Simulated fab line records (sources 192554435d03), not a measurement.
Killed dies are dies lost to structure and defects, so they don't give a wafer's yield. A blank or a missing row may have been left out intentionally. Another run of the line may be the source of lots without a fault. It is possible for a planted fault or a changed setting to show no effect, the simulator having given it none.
Matching of chambers -- flow n5Finfet -- 3 sister chambers for N5_GATE_CUT_PECVD_57 on pecvd-01
The step deposits SiNx from SiH4/NH3/N2, target thk 21 nm. 14 wafers are shown with their chamber, then 7 later ones without.

== WAFERS, EACH WITH ITS CHAMBER ==
wafer,chamber,throttleValvePct (%),showerheadPlenumPTorr (Torr),heaterPowerW (W)
L074.3,1,41.9,5.11,703
L074.4,2,41.9,5.06,672
L074.5,1,41.8,5.09,728
L078.1,2,42.1,5.07,708
L078.4,1,41.8,5.11,698
L078.5,2,42.2,5.06,703
L083.3,1,41.8,5.09,721
L083.5,1,41.5,5.10,718
L083.6,0,39.7,5.00,736
L085.2,1,41.6,5.09,598
L085.3,2,42.0,5.06,769
L085.5,2,42.1,5.06,751
L090.1,1,41.7,5.09,647
L090.2,2,41.7,5.06,639

SIGNATURES, as means of the wafers listed above
reading,chamber 0,chamber 1,chamber 2,scatter within a chamber
throttleValvePct,39.700,41.729,42.000,0.158
showerheadPlenumPTorr,5.0000,5.0971,5.0617,0.00754
heaterPowerW,736.00,687.57,707.00,48
Rule: distance of a wafer from a chamber = root of the sum over the readings of ((wafer's reading minus chamber's mean) / reading's scatter) squared. If the next closest chamber is less than 2 further off than the closest, the wafer can't be placed; otherwise it belongs to the closest. The scatter is the square root of a quotient: the sum, over the shown wafers, of each reading's squared deviation from its chamber's mean, divided by wafers minus chambers.

== WAFERS WITH NO CHAMBER GIVEN ==
wafer,throttleValvePct (%),showerheadPlenumPTorr (Torr),heaterPowerW (W)
L090.6,39.6,5.01,704
L092.2,42.2,5.06,737
L092.4,42.1,5.07,743
L092.6,39.6,5.01,738
L094.1,39.8,5.00,648
L094.2,41.8,5.11,730
L094.4,39.6,5.01,634

== CHAMBER TAKEN BY EACH ==
wafer,from the rows above,in truth
L090.6,0,0
L092.2,2,2
L092.4,2,2
L092.6,0,0
L094.1,0,0
L094.2,1,1
L094.4,0,0
Correctly placed: 7 of 7. Left unplaced by these rows: 0. Placed wrongly: 0.
